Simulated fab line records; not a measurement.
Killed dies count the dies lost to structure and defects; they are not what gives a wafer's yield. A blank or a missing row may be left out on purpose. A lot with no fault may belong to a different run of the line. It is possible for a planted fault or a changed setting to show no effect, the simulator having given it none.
Comparing a struck lot with a sound one | flow n5 finfet | 37 steps out of a route of 1938
Sound: wafers L594.1, L594.3, L594.4. Struck: wafer L586.5 (left out: L586.1, L586.3 of the same lot, which were not struck); the cause appears at the end.
At each step with rows: each side's tool, then ch and its chambers, then its first start. Under that, the readings that differ: sound wafers | struck wafers | difference of the means | sigmas: that difference in standard deviations of wafers without a fault.
alike: readings with means less than 2 such deviations apart, plus words and numbers identical on both sides. not compared: withheld readings, readings lacking a value on some wafer, bounds such as >300 that could conceal the same value, and numbers that have no deviation in the record and whose values overlap.
A row with sigmas, a row that says differs or no value, or rows on one side alone: a step with any of these is where the two part. When numbers do not overlap yet have no deviation, they are printed without sigmas and do not part them. A reading missing from all wafers of one side parts the sides only when that side holds two or more wafers.

first, 9 steps without rows for these wafers: N5_BEOL_M10_PEB_26 (peb time 60 s); N5_BEOL_M10_DEVELOP_27 (develop time 30 s); N5_BEOL_M10_DESCUM_33 (chemistry O2, time 7.9 s); N5_BEOL_M10_ETCH_65 (etches SiARC in CF4, target depth 39 nm, time 65 s); N5_BEOL_M10_ETCH_66 (etches SOC in N2/H2, target depth 120 nm, overetch 24 nm, time 180 s); N5_BEOL_M10_STRIP_69 (strips in N2/H2); N5_BEOL_M10_VIA_ETCH_34 (etches SiCOH lowk in C4F6/O2, target depth 184.5 nm, time 69.2 s); N5_BEOL_M10_STRIP_73 (strips in C4F6/O2); N5_BEOL_M10_STRIP_36 (strips in N2/H2).
N5_BEOL_M10_TRENCH_ETCH_37: etches SiCOH lowk in C4F6/O2, target depth 148.83 nm, time 48 s.
  sound on rie diel-04 ch 0,1,3, day 15 10:29; struck on rie diel-06 ch 0, day 13 12:36
  reading                                     | sound             | struck | difference | sigmas
  rf fwd power W (W)                          | 342.6 342.4 337.8 | 343.7  | +2.8       | +2
  run length s (s)                            | 70.8 71.2 71.3    | 86.5   | +15.4      | +43
  model.etch.depth nm (nm)                    | 155.2 146 148.9   | 194.5  | +44.5      |
  model.BEOL_M10.feature depth nm (nm)        | 155.2 146 149     | 194.6  | +44.5      |
  model.TiN_of_BEOL_M10_HM_DEP_02.thk nm (nm) | 15.4 16 16        | 15     | -1         |
  alike: C4F6_flow_sccm, bias w, drypump motor current A, oes_o_777_au, oes product au, rf vpp V, showerhead plenum p Torr, throttle valve pct
  not compared: rf hours counter h
then, 2 steps without rows for these wafers: N5_BEOL_M10_ETCH_41 (etches SiCN in CH3F/O2, target depth 42.6 nm, time 86 s); N5_BEOL_M10_STRIP_77 (strips in N2/H2, time 10 s).
N5_BEOL_M10_OCD_MEAS_38:
  sound on ocd-01 at day 15 10:40; struck on ocd-02 at day 13 12:47
  reading              | sound       | struck | difference | sigmas
  trench depth nm (nm) | 155 146 149 | 195    | +45        | +13
then, 13 steps without rows for these wafers: N5_BEOL_M10_HM_STRIP_39 (strips TiN in peroxide tin strip, target depth 25 nm, time 158 s); N5_BEOL_M10_SRD_40 (time 30 s); N5_BEOL_M10_PRECLEAN_42 (cleans in residue remover, time 60 s); N5_BEOL_M10_SRD_43 (time 30 s); N5_BEOL_M10_CURE_72 (cures SiCOH lowk, time 120 s); N5_BEOL_M10_DEGAS_44 (time 60 s); N5_BEOL_M10_PRE_CLEAN_45 (time 30 s); N5_BEOL_M10_ALD_74 (deposits TaN, target thk 2 nm, pulse time 2 s, purge time 3 s); N5_BEOL_M10_SURFACE_TREAT_76; N5_BEOL_M10_CVD_75 (deposits Co from CCTBA/H2, target thk 2 nm, time 138.9 s); N5_BEOL_M10_SPUTTER_48 (material Cu, target thk 12 nm, time 2 s); N5_BEOL_M10_ECD_50 (material Cu, target thk 318 nm); N5_BEOL_M10_ANNEAL_51 (time 90 s).
N5_BEOL_M10_CMP_52: polishes, stops on SiCOH lowk, t overpolish 7 s, target thk 140 nm.
  sound on cmp-01 ch 0,2,3, day 15 14:11; struck on cmp-01 ch 1, day 13 14:58
  reading                                 | sound             | struck | difference | sigmas
  slurry filter dp kPa (kPa)              | 13.67 13.76 13.29 | 13.06  | -0.51      | -3
  model.Cu_of_BEOL_M10_ECD_50.thk nm (nm) | 147.8 136.6 139.6 | 184.8  | +43.5      |
  alike: motor current A
N5_BEOL_M10_THK_MEAS_53: measures by xrf.
  sound on film metro-02 at day 15 14:29; struck on film metro-02 at day 13 15:16
  reading      | sound       | struck | difference | sigmas
  M10_THK (nm) | 149 138 141 | 187    | +44        | +12
then, 2 steps without rows for these wafers: N5_BEOL_M10_PRE_CLEAN_55 (time 15 s); N5_BEOL_M10_DEP_56 (deposits SiCN from 3MS/NH3, target thk 15 nm, time 26.5 s).
N5_BEOL_M10_RS_MEAS_57: measures by four-point-probe.
  sound on film metro-02 at day 15 14:37; struck on film metro-02 at day 13 15:25
  reading         | sound             | struck | difference | sigmas
  M10_RS (ohm/sq) | 0.142 0.155 0.151 | 0.111  | -0.038     | -9
then, 5 steps without rows for these wafers: N5_BEOL_M11_ILD_DEP_00 (deposits SiCOH lowk from DEMS/porogen, target thk 308.51 nm, time 58 s); N5_BEOL_M11_CURE_71 (cures SiCOH lowk, time 240 s); N5_BEOL_M11_PECVD_70 (deposits SiO2 from TEOS/O2, target thk 20 nm, time 22.7 s); N5_BEOL_M11_HM_DEP_02 (deposits TiN, target thk 20 nm); N5_BEOL_M11_COAT_59 (time 60 s, resist thk 100 nm).
N5_BEOL_M15_RC_MEAS_101:
  sound on prober-01 ch 0, day 16 23:03; struck on prober-02 ch 0, day 15 04:16
  reading                    | sound          | struck | difference | sigmas
  SERP_M10 (ohm/um)          | 2.88 3.13 3.12 | 2.13   | -0.91      | -9
  SERP_M10_max_site (ohm/um) | 2.93 3.22 3.19 | 2.21   | -0.90      | -8
  alike: COMB_M11, COMB_M12, COMB_M13, COMB_M14, COMB_M15, COMB_M5, COMB_M6, COMB_M7, COMB_M8, COMB_M9, SERP_M11, SERP_M12, SERP_M12_max_site, SERP_M13, SERP_M14, SERP_M5, SERP_M6, SERP_M7, SERP_M8, SERP_M8_max_site, SERP_M9

== WHERE THEY PART ==
At N5_BEOL_M10_TRENCH_ETCH_37 first; at N5_BEOL_M15_RC_MEAS_101 last (within this record only).

WHY: what had been put in by the simulator
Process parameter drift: rie diel-06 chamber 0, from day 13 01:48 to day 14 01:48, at N5_BEOL_M10_TRENCH_ETCH_37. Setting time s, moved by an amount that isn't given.
